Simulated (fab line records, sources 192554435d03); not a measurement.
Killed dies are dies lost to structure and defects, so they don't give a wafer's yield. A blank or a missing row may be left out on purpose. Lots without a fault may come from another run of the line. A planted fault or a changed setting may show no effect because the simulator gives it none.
The tool behind it: which one?    flow n5 finfet    Sampling: 10 lots, 28 wafers, 5 of 1938 route steps

== WHAT EACH GAUGE READ, for each wafer ==
N5_BEOL_M0_RS_MEAS_126: measurement is done with a four-point probe.
lot   measured      on             M0_RS (ohm/sq)
L928  day 6 16:20   film metro-02  0.525 0.537
L930  day 6 20:28   film metro-02  0.556 0.549
L931  day 7 06:00   film metro-02  0.523 0.529 0.539
L933  day 7 20:02   film metro-02  0.531 0.519 0.513
L935  day 8 02:53   film metro-01  90.137 91.575 90.827
L936  day 8 14:37   film metro-02  94.739 91.159 87.732
L947  day 10 22:25  film metro-01  0.510 0.519 0.503
L946  day 11 00:48  film metro-01  0.534 0.508 0.512
L948  day 11 14:52  film metro-01  0.567 0.533 0.531
L949  day 11 22:39  film metro-02  0.508 0.512 0.501

== WHAT TOOL EACH LOT RAN ON (gives the tool, then ch and the chambers of the sampled wafers, and finally the start) ==
lot   N5_BEOL_M0_PRE_CLEAN_113      N5_BEOL_M0_SURFACE_TREAT_137  N5_BEOL_M0_ECD_118              N5_BEOL_M0_CMP_120
L928  pvd sputter-02, day 6 14:23   pvd sputter-03, day 6 14:40   ecd cu-01 ch 0,1, day 6 15:20   cmp-04 ch 2,3, day 6 15:44
L930  pvd sputter-03, day 6 18:27   pvd sputter-03, day 6 18:47   ecd cu-02 ch 1, day 6 19:33     cmp-02 ch 2,3, day 6 19:59
L931  pvd sputter-02, day 7 03:24   pvd sputter-01, day 7 03:58   ecd cu-01 ch 0, day 7 05:02     cmp-03 ch 0,3, day 7 05:25
L933  pvd sputter-02, day 7 17:16   pvd sputter-02, day 7 17:35   ecd cu-01 ch 0,1, day 7 18:28   cmp-04 ch 0,1, day 7 19:29
L935  pvd sputter-01, day 8 00:56   pvd sputter-02, day 8 01:17   ecd cu-01 ch 0,1, day 8 01:58   cmp-03 ch 1,2,3, day 8 02:22
L936  pvd sputter-01, day 8 12:12   pvd sputter-01, day 8 12:31   ecd cu-01 ch 0,1, day 8 13:15   cmp-04 ch 0,1,2, day 8 14:02
L947  pvd sputter-02, day 10 19:41  pvd sputter-02, day 10 20:16  ecd cu-02 ch 0,1, day 10 20:59  cmp-04 ch 0,1, day 10 21:51
L946  pvd sputter-01, day 10 21:28  pvd sputter-03, day 10 22:38  ecd cu-01 ch 0,1, day 10 23:52  cmp-04 ch 0,1,2, day 11 00:15
L948  pvd sputter-01, day 11 11:14  pvd sputter-03, day 11 11:31  ecd cu-01 ch 0,1, day 11 13:55  cmp-04 ch 1,2, day 11 14:18
L949  pvd sputter-01, day 11 20:26  pvd sputter-01, day 11 21:04  ecd cu-02 ch 0, day 11 21:43    cmp-03 ch 1,2,3, day 11 22:10
- N5_BEOL_M0_PRE_CLEAN_113: time 30 s.
- N5_BEOL_M0_SURFACE_TREAT_137
- N5_BEOL_M0_ECD_118: material Cu, target thk 300 nm.
- N5_BEOL_M0_CMP_120: polishes, stops on SiOC, t overpolish 6.9 s.

== THE ANSWER, worked out from the rows above alone ==
Rule: the lots themselves supply what counts as usual. The widest of any qualifying gaps counts: lots, ordered by their means at a reading, are off when they make up no more than a third of the lots, leave a main group of 4 or more, and stand apart from it by 3 or more times the standard deviation of that group's means. Not used: any main group whose means are identical at the precision the tables above print for the reading. Also off: a lot with no number at a reading for which 4 or more lots have one. All remaining lots with rows at the step are treated as sound.
Off: L935, L936, seen at N5_BEOL_M0_RS_MEAS_126 (M0_RS). The main group has a mean of 0.527 ohm/sq with a standard deviation of 0.015.
If a tool, at a process step before that reading, ran all the lots that are off and no sound lot after the first of them, it fits. The gauges at N5_BEOL_M0_RS_MEAS_126 are tried like those tools. No candidate that was tried fits.

== WHAT WAS PUT IN BY THE SIMULATOR ==
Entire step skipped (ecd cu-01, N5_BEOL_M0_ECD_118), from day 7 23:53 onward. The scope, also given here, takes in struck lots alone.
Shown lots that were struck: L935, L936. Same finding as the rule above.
